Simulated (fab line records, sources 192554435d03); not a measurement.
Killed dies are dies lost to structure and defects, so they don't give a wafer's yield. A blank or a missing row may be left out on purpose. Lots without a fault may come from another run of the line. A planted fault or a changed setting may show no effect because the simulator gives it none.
Split-lot experiment | flow n5_finfet | 7 lots, 21 wafers read, on a route of 1938 steps

THE SPLIT
At N5_BEOL_M12_ETCH_59 (etches BARC in N2/H2, target depth 89 nm, overetch 26.7 nm, time 67.9 s), the setting bias_w was moved away from the recipe's 150 W on 7 of the 21 wafers read, by -16.3% to +15.3%. The other wafers ran this setting at the recipe's value.

The reading is taken at the split's own step.

THE READING
rf_vpp_V, in V, at N5_BEOL_M12_ETCH_59 (etches BARC in N2/H2, target depth 89 nm, overetch 26.7 nm, time 67.9 s). Fault-free wafers of this fab line usually give 523.5 V, standard deviation 2.7 V.

wafer  | tool, chamber at the split | bias_w as run, W | against the recipe | rf_vpp_V, V | against lot-mates on the recipe
L080.1 | rie_diel-06, 2             | 150              | recipe             | 525.5       | -
L080.2 | rie_diel-06, 0             | 150              | recipe             | 528.5       | -
L080.5 | rie_diel-06, 3             | 150              | recipe             | 521.9       | -
L087.1 | rie_diel-02, 0             | 143              | -4.7%              | 512.4       | -8.5
L087.2 | rie_diel-02, 3             | 143              | -4.7%              | 507.4       | -13.5
L087.4 | rie_diel-02, 1             | 150              | recipe             | 520.9       | -
L090.1 | rie_diel-01, 3             | 150              | recipe             | 522.6       | -
L090.5 | rie_diel-01, 0             | 172.9            | +15.3%             | 571.7       | +50.4
L090.6 | rie_diel-01, 3             | 150              | recipe             | 520.1       | -
L091.1 | rie_diel-02, 0             | 150              | recipe             | 528.3       | -
L091.5 | rie_diel-02, 3             | 156.8            | +4.5%              | 536.3       | +8.1
L091.6 | rie_diel-02, 0             | 150              | recipe             | 528.0       | -
L093.1 | rie_diel-01, 2             | 150              | recipe             | 526.2       | -
L093.2 | rie_diel-01, 3             | 150              | recipe             | 520.7       | -
L093.5 | rie_diel-01, 2             | 150              | recipe             | 524.4       | -
L095.1 | rie_diel-01, 2             | 140.4            | -6.4%              | 502.7       | -18.5
L095.3 | rie_diel-01, 1             | 150              | recipe             | 520.1       | -
L095.6 | rie_diel-01, 0             | 150              | recipe             | 522.3       | -
L096.1 | rie_diel-06, 3             | 125.5            | -16.3%             | 465.7       | -55.1
L096.3 | rie_diel-06, 2             | 125.5            | -16.3%             | 467.7       | -53.1
L096.6 | rie_diel-06, 1             | 150              | recipe             | 520.8       | -

THE FIT
A straight line over all 21 wafers: rf_vpp_V changes by +3.33 V for each +1% of bias_w; r = +0.99; the points scatter about the line by 3 V.
The same after taking each lot's own level away (the mean of its wafers on the recipe; 21 wafers): +3.21 V for each +1%; r = +0.99; scatter 2.7 V.
On that fit, the largest move of bias_w shifts the reading by 52 V.
The lots' own levels span 520.80 to 528.15 V, that is 2.7 times the standard deviation above.
So the lot-to-lot level changes the slope little: the two slopes agree.
Check: with one of the wafers moved furthest among these (-16.3%) left out of the fit, the line predicts -51 V for it against its lot-mates. It came out at -55.1 V against them.
Tool readings at the split's step, against how far the setting was moved: rf_vpp_V r = +0.99.

OTHER SPLITS ON THESE WAFERS
These wafers also went through other splits before the reading. Each is held against what the fit with the lots' levels taken away leaves over:
other split on the same wafers    | wafers away from the commonest value | r with rf_vpp_V (lot level and that fit taken away)
N5_BEOL_M9_ILD_DEP_00 time_s      | 9                                    | -0.07
N5_BEOL_M9_HM_DEP_02 target_thk_a | 7                                    | -0.22
N5_BEOL_M9_EXPOSE_25 dose_mj      | 2                                    | +0.08
N5_BEOL_M10_COAT_05 spin_rpm      | 10                                   | -0.36
N5_BEOL_M11_COAT_05 spin_rpm      | 8                                    | +0.12
N5_BEOL_M11_ETCH_62 bias_w        | 8                                    | +0.04
N5_BEOL_M12_COAT_04 spin_rpm      | 10                                   | +0.09

THE FILE'S OWN FIT
rf_vpp_V changes by +3.19 V for each +1% of bias_w, r = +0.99.
